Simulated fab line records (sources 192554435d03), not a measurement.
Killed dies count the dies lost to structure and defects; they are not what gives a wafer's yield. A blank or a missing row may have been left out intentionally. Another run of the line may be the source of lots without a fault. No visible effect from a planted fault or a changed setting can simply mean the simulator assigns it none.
Commonality check across tools | flow n5Finfet | Lots sampled 9, wafers sampled 27

== THE REASON FOR OPENING IT ==
Of 9 lots, 2 have the reading RS_PWELL flagged at N5_BEOL_M4_RC_MEAS_101. Fault-free wafers read 3008 ohm/sq, with a standard deviation of 22.
Rule: a lot is flagged in two cases, either no wafer of it has a number, or all its wafers with numbers fall more than 4 standard deviations from that mean. The other lots count as sound.

lot  | measured     | on        | RS_PWELL (ohm/sq), wafer by wafer | flag
L924 | day 8 03:10  | prober-01 | 3034 3013 3016                    | 
L925 | day 8 15:29  | prober-01 | 3003 3008 2987                    | 
L928 | day 9 09:45  | prober-02 | 2999 2986 3001                    | 
L929 | day 9 16:14  | prober-02 | 2988 2961 3018                    | 
L932 | day 11 00:24 | prober-02 | 3161 3172 3134                    | FLAGGED
L935 | day 11 08:19 | prober-02 | 3118 3153 3131                    | FLAGGED
L942 | day 12 21:46 | prober-02 | 3000 3001 3026                    | 
L943 | day 13 02:41 | prober-02 | 3040 3040 3030                    | 
L945 | day 13 22:22 | prober-02 | 2990 2976 2992                    | 
The numbers of the flagged lots are 3145 ohm/sq on average: +137 ohm/sq against the usual, or +6 standard deviations.

== LOT BY LOT: THE TOOL USED ==
4 process steps preceding the reading are held in the record, out of 1938 steps in the route. Every cell lists first the tool, next ch and the chambers used by the sampled wafers, and last the start.
lot  | flag    | N5_ZERO_LAYER_STRIP_24             | N5_WELL_APT_DESCUM_30            | N5_WELL_APT_IMPLANT_31         | N5_PMOS_HMC_CHANNEL_EPI_STRIP_33
L924 |         | plasmaAsher-01 ch 0,1, day 1 19:12 | rieDiel-05 ch 0,1,3, day 1 21:44 | implanter-01 ch 0, day 1 21:50 | rieDiel-04 ch 0,1,2, day 2 00:02
L925 |         | plasmaAsher-02 ch 0,1, day 2 01:02 | rieDiel-01 ch 1,2, day 2 03:01   | implanter-01 ch 0, day 2 03:10 | rieDiel-04 ch 0,2, day 2 05:20
L928 |         | plasmaAsher-02 ch 0,1, day 2 19:09 | rieDiel-02 ch 1,2, day 2 21:52   | implanter-01 ch 0, day 2 21:59 | rieDiel-04 ch 0,3, day 3 00:27
L929 |         | plasmaAsher-01 ch 0,1, day 3 00:59 | rieDiel-02 ch 0,1, day 3 02:52   | implanter-02 ch 0, day 3 02:58 | rieDiel-06 ch 0,1,2, day 3 05:37
L932 | FLAGGED | plasmaAsher-02 ch 0,1, day 3 18:53 | rieDiel-02 ch 0,1, day 3 23:28   | implanter-01 ch 0, day 3 23:35 | rieDiel-06 ch 0,1,3, day 4 01:50
L935 | FLAGGED | plasmaAsher-02 ch 0,1, day 4 12:58 | rieDiel-02 ch 0,2,3, day 4 14:56 | implanter-01 ch 0, day 4 15:05 | rieDiel-06 ch 0,1, day 4 17:59
L942 |         | plasmaAsher-02 ch 0,1, day 6 06:53 | rieDiel-01 ch 2,3, day 6 09:08   | implanter-02 ch 0, day 6 09:14 | rieDiel-06 ch 2,3, day 6 12:30
L943 |         | plasmaAsher-02 ch 0,1, day 6 15:50 | rieDiel-02 ch 0,1,2, day 6 17:46 | implanter-02 ch 0, day 6 17:52 | rieDiel-03 ch 2,3, day 6 20:05
L945 |         | plasmaAsher-01 ch 0,1, day 7 00:53 | rieDiel-02 ch 0,2,3, day 7 02:46 | implanter-02 ch 0, day 7 02:52 | rieDiel-04 ch 0,2,3, day 7 05:54
What is done by these steps:
- N5_ZERO_LAYER_STRIP_24: strips in O2.
- N5_WELL_APT_DESCUM_30: chemistry O2, time 7.9 s.
- N5_WELL_APT_IMPLANT_31
- N5_PMOS_HMC_CHANNEL_EPI_STRIP_33: strips in N2/H2.
- N5_BEOL_M4_RC_MEAS_101

== FLAGGED OVER TOTAL, TOOL BY TOOL (the gauges that took the reading come last) ==
step                             | tool           | lots run | flagged | share of the flagged lots | sound lots run after its first flagged lot
N5_ZERO_LAYER_STRIP_24           | plasmaAsher-01 | 3        | 0       | none                      | -
N5_ZERO_LAYER_STRIP_24           | plasmaAsher-02 | 6        | 2       | all                       | 2 (L942,L943)
N5_WELL_APT_DESCUM_30            | rieDiel-01     | 2        | 0       | none                      | -
N5_WELL_APT_DESCUM_30            | rieDiel-02     | 6        | 2       | all                       | 2 (L943,L945)
N5_WELL_APT_DESCUM_30            | rieDiel-05     | 1        | 0       | none                      | -
N5_WELL_APT_IMPLANT_31           | implanter-01   | 5        | 2       | all                       | 0
N5_WELL_APT_IMPLANT_31           | implanter-02   | 4        | 0       | none                      | -
N5_PMOS_HMC_CHANNEL_EPI_STRIP_33 | rieDiel-03     | 1        | 0       | none                      | -
N5_PMOS_HMC_CHANNEL_EPI_STRIP_33 | rieDiel-04     | 4        | 0       | none                      | -
N5_PMOS_HMC_CHANNEL_EPI_STRIP_33 | rieDiel-06     | 4        | 2       | all                       | 1 (L942)
N5_BEOL_M4_RC_MEAS_101           | prober-01      | 2        | 0       | none                      | -
N5_BEOL_M4_RC_MEAS_101           | prober-02      | 7        | 2       | all                       | 3 (L942,L943,L945)

== WHAT IS ALLOWED BY THE TABLE ==
5 rows of the table ran every flagged lot: plasmaAsher-02 at N5_ZERO_LAYER_STRIP_24, rieDiel-02 at N5_WELL_APT_DESCUM_30, implanter-01 at N5_WELL_APT_IMPLANT_31, rieDiel-06 at N5_PMOS_HMC_CHANNEL_EPI_STRIP_33, prober-02 at N5_BEOL_M4_RC_MEAS_101.
- plasmaAsher-02 at N5_ZERO_LAYER_STRIP_24: 2 of its 6 lots flagged. Lots that were sound ran on it after the first flagged one (L942, L943); a persistent fault on the entire tool would not allow that.
- rieDiel-02 at N5_WELL_APT_DESCUM_30: 2 of its 6 lots flagged. Lots that were sound ran on it after the first flagged one (L943, L945); a persistent fault on the entire tool would not allow that.
- implanter-01 at N5_WELL_APT_IMPLANT_31: 2 of its 5 lots flagged. Its last sound lot is L928 (day 2 21:59), its first flagged lot L932 (day 3 23:35): a fault that began between those two fits. Its own readings lie more than 4 standard deviations out on every wafer of the flagged lots: doseIonsCm2.
- rieDiel-06 at N5_PMOS_HMC_CHANNEL_EPI_STRIP_33: 2 of its 4 lots flagged. Lots that were sound ran on it after the first flagged one (L942); a persistent fault on the entire tool would not allow that.
- prober-02 at N5_BEOL_M4_RC_MEAS_101: 2 of its 7 lots flagged. Lots that were sound ran on it after the first flagged one (L942, L943, L945); a persistent fault on the entire tool would not allow that.
Just one tool remains: implanter-01 at N5_WELL_APT_IMPLANT_31.

== WHAT HAD BEEN PUT IN BY THE SIMULATOR ==
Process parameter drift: implanter-01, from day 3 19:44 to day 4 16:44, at N5_WELL_APT_IMPLANT_31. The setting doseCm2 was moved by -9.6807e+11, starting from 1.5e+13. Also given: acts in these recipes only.
Shown lots that were struck: L932, L935. This agrees with what the rule above found.
